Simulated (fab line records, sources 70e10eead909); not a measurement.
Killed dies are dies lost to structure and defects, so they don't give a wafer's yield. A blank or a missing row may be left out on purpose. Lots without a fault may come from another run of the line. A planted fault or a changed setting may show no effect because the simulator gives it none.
Which tool did it? | flow nand_harc | 13 lots, 39 wafers sampled, at 5 steps of a route of 1302

WHAT THE GAUGES READ, wafer by wafer
NHARC_P_M2_THK_MEAS_24: measures by xrf. Usual: thk_nm 144.2 nm, standard deviation 1.4.
lot  | measured     | on            | thk_nm (nm)       | flag
L143 | day 7 04:56  | film_metro-01 | 142.1 140.7 141.5 |
L144 | day 7 17:01  | film_metro-02 | 146.2 144.8 145.1 |
L145 | day 7 22:00  | film_metro-01 | 146.8 143.0 146.2 |
L142 | day 8 00:28  | film_metro-01 | 142.7 145.5 146.6 |
L146 | day 8 04:58  | film_metro-02 | 144.9 145.4 143.9 |
L147 | day 8 12:50  | film_metro-02 | 143.8 143.3 144.6 |
L149 | day 9 10:49  | film_metro-02 | 141.9 143.6 143.2 |
L150 | day 10 00:44 | film_metro-02 | 144.6 144.5 143.7 |
L151 | day 10 05:21 | film_metro-01 | 144.4 141.3 144.9 |
L153 | day 11 02:04 | film_metro-02 | 143.1 144.4 142.1 |
L155 | day 12 18:47 | film_metro-01 | 141.1 146.6 143.2 |
L156 | day 12 19:49 | film_metro-01 | 142.7 145.4 146.2 |
L157 | day 13 08:44 | film_metro-02 | 143.8 144.0 143.0 |

NHARC_END_SORT_01. Usual: defect_limited_yield 90.6 %, standard deviation 2.8; killed_at_array 58, standard deviation 20; killed_at_other 0.8, standard deviation 1; killed_at_periphery 4.6, standard deviation 2.8; killed_dies 63, standard deviation 19; killed_open 3.4, standard deviation 2; killed_short 2.4, standard deviation 1.8.
lot  | measured     | on        | defect_limited_yield (%) | killed_at_array | killed_at_other | killed_at_periphery | killed_dies | killed_open | killed_short | flag
L153 | day 29 08:40 | prober-02 | 91.1 92.2 91.9           | 51 51 46        | 0 0 0           | 9 2 9               | 60 53 55    | 3 3 3       | 3 3 4        |

WHICH TOOL RAN EACH LOT (tool, then ch and the chambers of the sampled wafers, then the start)
lot  | NHARC_P_M2_PVD_21                       | NHARC_P_M2_ANNEAL_31             | NHARC_P_BONDPAD_ETCH_12
L143 | pvd_sputter-02, day 7 04:20 or earlier  | rtp_anneal-01 ch 0, day 7 04:20  | rie_diel-10 ch 1,2,3, day 7 07:19
L144 | pvd_sputter-02, day 7 16:24 or earlier  | rtp_anneal-02 ch 0, day 7 16:24  | rie_diel-13 ch 1,2,3, day 7 19:29
L145 | pvd_sputter-03, day 7 21:20 or earlier  | rtp_anneal-02 ch 0, day 7 21:20  | rie_diel-10 ch 0,1,2, day 8 00:14
L142 | pvd_sputter-03, day 7 23:58 or earlier  | rtp_anneal-02 ch 0, day 7 23:58  | rie_diel-10 ch 0,1,3, day 8 02:42
L146 | pvd_sputter-01, day 8 04:18 or earlier  | rtp_anneal-02 ch 0, day 8 04:18  | rie_diel-13 ch 0,3, day 8 07:16
L147 | pvd_sputter-01, day 8 12:09 or earlier  | rtp_anneal-02 ch 0, day 8 12:09  | rie_diel-13 ch 0,1,2, day 8 15:04
L149 | pvd_sputter-01, day 9 10:15 or earlier  | rtp_anneal-02 ch 0, day 9 10:15  | rie_diel-07 ch 0,1, day 9 13:01
L150 | pvd_sputter-03, day 10 00:08 or earlier | rtp_anneal-02 ch 0, day 10 00:08 | rie_diel-10 ch 0,1,2, day 10 02:56
L151 | pvd_sputter-01, day 10 04:45 or earlier | rtp_anneal-02 ch 0, day 10 04:45 | rie_diel-10 ch 1,3, day 10 07:43
L153 | pvd_sputter-01, day 11 01:31 or earlier | rtp_anneal-01 ch 0, day 11 01:31 | rie_diel-13 ch 1,2,3, day 11 04:25
L155 | pvd_sputter-02, day 12 18:10 or earlier | rtp_anneal-02 ch 0, day 12 18:10 | rie_diel-10 ch 0,1,3, day 12 21:01
L156 | pvd_sputter-03, day 12 19:09 or earlier | rtp_anneal-01 ch 0, day 12 19:09 | rie_diel-13 ch 0,2,3, day 12 22:09
L157 | pvd_sputter-02, day 13 08:07 or earlier | rtp_anneal-02 ch 0, day 13 08:07 | rie_diel-13 ch 0,2,3, day 13 11:04
- NHARC_P_M2_PVD_21: deposits Cu, target thk 30 nm, time 20.49 s.
- NHARC_P_M2_ANNEAL_31: time 90 s.
- NHARC_P_BONDPAD_ETCH_12: etches the open film in CHF3/O2, target depth 200 nm, time 100 s.

WHAT THE TOOLS THEMSELVES READ (means of the sampled wafers that have a number; where no wafer has one, the mark that the record gives instead)
NHARC_P_M2_PVD_21. Usual: throttle_valve_pct 29.8 %, standard deviation 1.
lot  | tool           | throttle_valve_pct (%) | flag
L143 | pvd_sputter-02 | 29.8                   |
L144 | pvd_sputter-02 | 30.4                   |
L145 | pvd_sputter-03 | 30.2                   |
L142 | pvd_sputter-03 | 29.4                   |
L146 | pvd_sputter-01 | 29.3                   |
L147 | pvd_sputter-01 | 29.8                   |
L149 | pvd_sputter-01 | 29.3                   |
L150 | pvd_sputter-03 | 30.2                   |
L151 | pvd_sputter-01 | 30.4                   |
L153 | pvd_sputter-01 | 30.2                   |
L155 | pvd_sputter-02 | 30.0                   |
L156 | pvd_sputter-03 | 29.9                   |
L157 | pvd_sputter-02 | 29.5                   |

NHARC_P_M2_ANNEAL_31. Usual: wafer_temp_C_max 226.4, standard deviation 0.63.
lot  | tool          | wafer_temp_C_max | flag
L143 | rtp_anneal-01 | 226.8            |
L144 | rtp_anneal-02 | 225.8            |
L145 | rtp_anneal-02 | 226.1            |
L142 | rtp_anneal-02 | 225.8            |
L146 | rtp_anneal-02 | 226.0            |
L147 | rtp_anneal-02 | 226.1            |
L149 | rtp_anneal-02 | 225.8            |
L150 | rtp_anneal-02 | 225.9            |
L151 | rtp_anneal-02 | 226.0            |
L153 | rtp_anneal-01 | 226.9            |
L155 | rtp_anneal-02 | 225.6            |
L156 | rtp_anneal-01 | 226.8            |
L157 | rtp_anneal-02 | 226.2            |

NHARC_P_BONDPAD_ETCH_12. Usual: drypump_motor_current_A 6.0 A, standard deviation 0.54; oes_product_au 0.945 a.u., standard deviation 0.022; rf_vpp_V 371.6 V, standard deviation 1.6; run_length_s 121.5 s, standard deviation 0.49; showerhead_plenum_p_Torr 2.45 Torr, standard deviation 0.061; throttle_valve_pct 20.573 %, standard deviation 0.0091.
lot  | tool        | drypump_motor_current_A (A) | oes_product_au (a.u.) | rf_vpp_V (V) | run_length_s (s) | showerhead_plenum_p_Torr (Torr) | throttle_valve_pct (%) | flag
L143 | rie_diel-10 | 6.1                         | 0.925                 | 372.1        | 121.5            | 2.47                            | 20.576                 |
L144 | rie_diel-13 | 5.7                         | 0.971                 | 372.2        | 121.7            | 2.48                            | 20.573                 |
L145 | rie_diel-10 | 6.4                         | 0.962                 | 372.5        | 121.9            | 2.49                            | 20.576                 |
L142 | rie_diel-10 | 5.9                         | 0.970                 | 370.6        | 121.4            | 2.42                            | 20.575                 |
L146 | rie_diel-13 | 6.4                         | 0.981                 | 371.1        | 121.0            | 2.43                            | 20.575                 |
L147 | rie_diel-13 | 5.9                         | 0.965                 | 371.7        | 121.5            | 2.46                            | 20.569                 |
L149 | rie_diel-07 | 6.0                         | 0.939                 | 370.5        | 121.5            | 2.38                            | 20.578                 |
L150 | rie_diel-10 | 6.4                         | 0.917                 | 373.0        | 121.9            | 2.49                            | 20.575                 |
L151 | rie_diel-10 | 5.6                         | 0.919                 | 370.1        | 121.4            | 2.39                            | 20.578                 |
L153 | rie_diel-13 | 5.7                         | 0.962                 | 373.0        | 121.7            | 2.48                            | 20.575                 |
L155 | rie_diel-10 | 5.9                         | 0.956                 | 370.1        | 121.5            | 2.42                            | 20.565                 |
L156 | rie_diel-13 | 6.0                         | 0.925                 | 370.9        | 121.4            | 2.45                            | 20.581                 |
L157 | rie_diel-13 | 6.0                         | 0.931                 | 371.0        | 124.1            | 2.45                            | 20.566                 | OFF

THE ANSWER, worked out from the rows above alone
Rule: a lot is off if the mean of its wafers that have a number lies more than 3 standard deviations from the usual mean. A lot without any number at a reading at which 4 lots or more have one is off too. The other lots that the step has rows for count as sound. The gauges are gone through in route order, then the tools' own readings, and for those a lot's mean is taken as printed above. The first step at which some lot is off is used, and at that step the reading that is off furthest; a lot without a number counts as furthest.
Off: L157, at NHARC_P_BONDPAD_ETCH_12 (run_length_s).
A tool fits if, at that step or a process step before it, it ran every lot that is off, and no sound lot after the first of them. NHARC_P_M2_PVD_21 gives no start for some lots, so the hours and the order of its lots are those of NHARC_P_M2_ANNEAL_31. Can't be told from this: 3 tools fit, pvd_sputter-02 at NHARC_P_M2_PVD_21, rtp_anneal-02 at NHARC_P_M2_ANNEAL_31, rie_diel-13 at NHARC_P_BONDPAD_ETCH_12.

WHAT THE SIMULATOR HAD PUT IN
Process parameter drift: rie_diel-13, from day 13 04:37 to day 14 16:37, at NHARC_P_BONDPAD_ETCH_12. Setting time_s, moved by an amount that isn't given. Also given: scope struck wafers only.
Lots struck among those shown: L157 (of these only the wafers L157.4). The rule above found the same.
